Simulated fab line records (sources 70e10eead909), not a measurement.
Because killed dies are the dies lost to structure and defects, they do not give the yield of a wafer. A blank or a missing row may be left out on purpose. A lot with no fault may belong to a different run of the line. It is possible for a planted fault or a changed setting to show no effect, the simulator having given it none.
Check of tool commonality    flow nand-harc    Lots sampled 4, wafers sampled 12

== REASON IT WAS OPENED ==
At NHARC_END_SORT_01 the reading killed-at-periphery is flagged on 1 of 4 lots. Wafers without a fault read 3.0, standard deviation 2.
Rule: flag the lot when none of its wafers has a number, or when each of its wafers that has one lies beyond 4 standard deviations from that mean. All remaining lots are regarded as sound.

lot   measured      on         killed-at-periphery, wafer by wafer  flag
L860  day 19 21:25  prober-02  2 4 4                                
L865  day 21 01:28  prober-02  652 652 644                          FLAGGED
L879  day 24 04:29  prober-01  2 1 2                                
L876  day 24 05:12  prober-02  3 0 1                                
Averaged over the flagged lots the numbers come to 649.3, +646.3 from the usual (+99 or more standard deviations).

== WHICH TOOL EACH LOT WENT THROUGH ==
The record holds 4 process steps before the reading, out of a route of 1159 steps. Each cell gives the tool, then ch followed by the chambers the sampled wafers passed through, then the start.
lot   flag     NHARC_P_GATE_DESCUM_31             NHARC_P_GATE_HM_OPEN_105                      NHARC_P_GATE_ETCH_114                         NHARC_P_GATE_EXPOSE_43
L860           rie-diel-04 ch 1,2, day 4 15:40    rie-diel-04 ch 1,2,3, day 5 03:17 or earlier  rie-diel-04 ch 0,2,3, day 5 03:17 or earlier  krf-scanner-01 ch 0, day 5 03:17
L865  FLAGGED  rie-diel-01 ch 0,1,3, day 6 07:28  rie-diel-01 ch 0,2,3, day 6 19:27 or earlier  rie-diel-01 ch 0,2,3, day 6 19:27 or earlier  krf-scanner-02 ch 0, day 6 19:27
L879           rie-diel-04 ch 0,3, day 9 06:40    rie-diel-04 ch 2,3, day 9 19:09 or earlier    rie-diel-04 ch 0,1,2, day 9 19:09 or earlier  krf-scanner-04 ch 0, day 9 19:09
L876           rie-diel-03 ch 1,3, day 8 20:47    rie-diel-03 ch 0,2, day 9 08:13 or earlier    rie-diel-03 ch 0,2,3, day 9 08:13 or earlier  krf-scanner-04 ch 0, day 9 08:13
What is done by these steps:
- NHARC_P_GATE_DESCUM_31: chemistry O2, time 3 s.
- NHARC_P_GATE_HM_OPEN_105: chemistry O2/COS, target depth 360 nm.
- NHARC_P_GATE_ETCH_114: etches the open film in CF4/O2, target depth 30 nm, overetch 3 nm, time 16.5 s.
- NHARC_P_GATE_EXPOSE_43: exposes mask P NSD, target cd 720 nm.
- NHARC_END_SORT_01

== FLAGGED AGAINST TOTAL, ONE TOOL AT A TIME (gauges that did the reading follow at the end) ==
step                      tool            lots run  flagged  share of the flagged lots  sound lots run after its first flagged lot
NHARC_P_GATE_DESCUM_31    rie-diel-01     1         1        all                        0
NHARC_P_GATE_DESCUM_31    rie-diel-03     1         0        none                       -
NHARC_P_GATE_DESCUM_31    rie-diel-04     2         0        none                       -
NHARC_P_GATE_HM_OPEN_105  rie-diel-01     1         1        all                        0
NHARC_P_GATE_HM_OPEN_105  rie-diel-03     1         0        none                       -
NHARC_P_GATE_HM_OPEN_105  rie-diel-04     2         0        none                       -
NHARC_P_GATE_ETCH_114     rie-diel-01     1         1        all                        0
NHARC_P_GATE_ETCH_114     rie-diel-03     1         0        none                       -
NHARC_P_GATE_ETCH_114     rie-diel-04     2         0        none                       -
NHARC_P_GATE_EXPOSE_43    krf-scanner-01  1         0        none                       -
NHARC_P_GATE_EXPOSE_43    krf-scanner-02  1         1        all                        0
NHARC_P_GATE_EXPOSE_43    krf-scanner-04  2         0        none                       -
NHARC_END_SORT_01         prober-01       1         0        none                       -
NHARC_END_SORT_01         prober-02       3         1        all                        1 (L876)
NHARC_P_GATE_HM_OPEN_105 gives no start for some lots, so the hours and the order of its lots are those of NHARC_P_GATE_EXPOSE_43. NHARC_P_GATE_ETCH_114 gives no start for some lots, so the hours and the order of its lots are those of NHARC_P_GATE_EXPOSE_43.

== WHAT THE TABLE PERMITS ==
5 rows of the table ran every flagged lot: rie-diel-01 at NHARC_P_GATE_DESCUM_31, rie-diel-01 at NHARC_P_GATE_HM_OPEN_105, rie-diel-01 at NHARC_P_GATE_ETCH_114, krf-scanner-02 at NHARC_P_GATE_EXPOSE_43, prober-02 at NHARC_END_SORT_01.
- rie-diel-01 at NHARC_P_GATE_DESCUM_31: 1 of its 1 lot flagged. It ran no sound lot before its first flagged lot in this sample, so the start can't be narrowed down.
- rie-diel-01 at NHARC_P_GATE_HM_OPEN_105: 1 of its 1 lot flagged. It ran no sound lot before its first flagged lot in this sample, so the start can't be narrowed down.
- rie-diel-01 at NHARC_P_GATE_ETCH_114: 1 of its 1 lot flagged. It ran no sound lot before its first flagged lot in this sample, so the start can't be narrowed down.
- krf-scanner-02 at NHARC_P_GATE_EXPOSE_43: 1 of its 1 lot flagged. It ran no sound lot before its first flagged lot in this sample, so the start can't be narrowed down.
- prober-02 at NHARC_END_SORT_01: 1 of its 3 lots flagged. Sound lots ran on it after the first flagged one (L876), which a lasting fault on the whole tool wouldn't allow.
Because each of these 2 tools fits a fault that began at some hour, counting lots does not separate them. More lots, or a look at what each step does to the wafer, might.

== WHAT THE SIMULATOR HAD PUT IN ==
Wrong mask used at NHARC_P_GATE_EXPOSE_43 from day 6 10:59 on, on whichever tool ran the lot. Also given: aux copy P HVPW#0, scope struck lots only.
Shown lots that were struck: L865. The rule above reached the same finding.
